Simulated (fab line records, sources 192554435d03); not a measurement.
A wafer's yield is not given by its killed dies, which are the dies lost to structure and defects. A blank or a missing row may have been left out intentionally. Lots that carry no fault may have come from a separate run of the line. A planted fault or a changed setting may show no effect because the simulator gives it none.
Chamber matching | flow n5 finfet | N5_BEOL_M8_CURE_74 on uv cure-01: 3 sister chambers
The step cures SiCOH lowk, time 240 s. 6 wafers are shown with their chamber, then 10 later ones without.

== EACH WAFER AND ITS CHAMBER ==
wafer  | chamber | lamp power pct (%) | wafer_temp_C_max
L074.3 | 2       | 52.23              | 386.6
L074.4 | 2       | 52.22              | 386.5
L080.2 | 1       | 52.41              | 387.2
L080.4 | 1       | 52.29              | 386.6
L086.1 | 0       | 52.35              | 386.6
L086.2 | 0       | 52.36              | 386.6

== WAFERS WITHOUT THEIR CHAMBER ==
wafer  | lamp power pct (%) | wafer_temp_C_max
L086.3 | 52.30              | 386.4
L088.1 | 52.36              | 386.7
L088.4 | 52.43              | 386.6
L088.5 | 52.25              | 387.0
L092.2 | 52.27              | 386.6
L092.3 | 52.26              | 386.6
L092.4 | 52.32              | 386.5
L096.3 | 52.33              | 386.8
L096.5 | 52.28              | 386.5
L096.6 | 52.38              | 386.7

== CHAMBER TAKEN BY EACH ==
wafer  | from the rows above          | in truth
L086.3 | can't be placed: 0 or 2 or 1 | 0
L088.1 | can't be placed: 0 or 1      | 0
L088.4 | can't be placed: 0 or 1      | 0
L088.5 | can't be placed: 2 or 1 or 0 | 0
L092.2 | can't be placed: 2 or 0 or 1 | 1
L092.3 | can't be placed: 2 or 0 or 1 | 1
L092.4 | can't be placed: 0 or 1 or 2 | 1
L096.3 | can't be placed: 1 or 0 or 2 | 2
L096.5 | can't be placed: 2 or 0 or 1 | 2
L096.6 | can't be placed: 0 or 1      | 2
Correctly placed: 0 of 10. These rows do not allow placing 10 (true chamber among the candidates in 9). Wrongly placed: 0.
How it was worked out, from the rows above alone: a wafer's distance from a chamber is the root of the sum, over the readings, of the square of ((its reading less the chamber's mean) divided by the reading's scatter). The wafer belongs to the nearest chamber; if the next one is less than 2 further off, it can't be placed. A chamber's mean is the mean of its shown wafers. The scatter: the root of (the sum of the squares of (reading less its chamber's mean) over the shown wafers, divided by (wafers less chambers)).
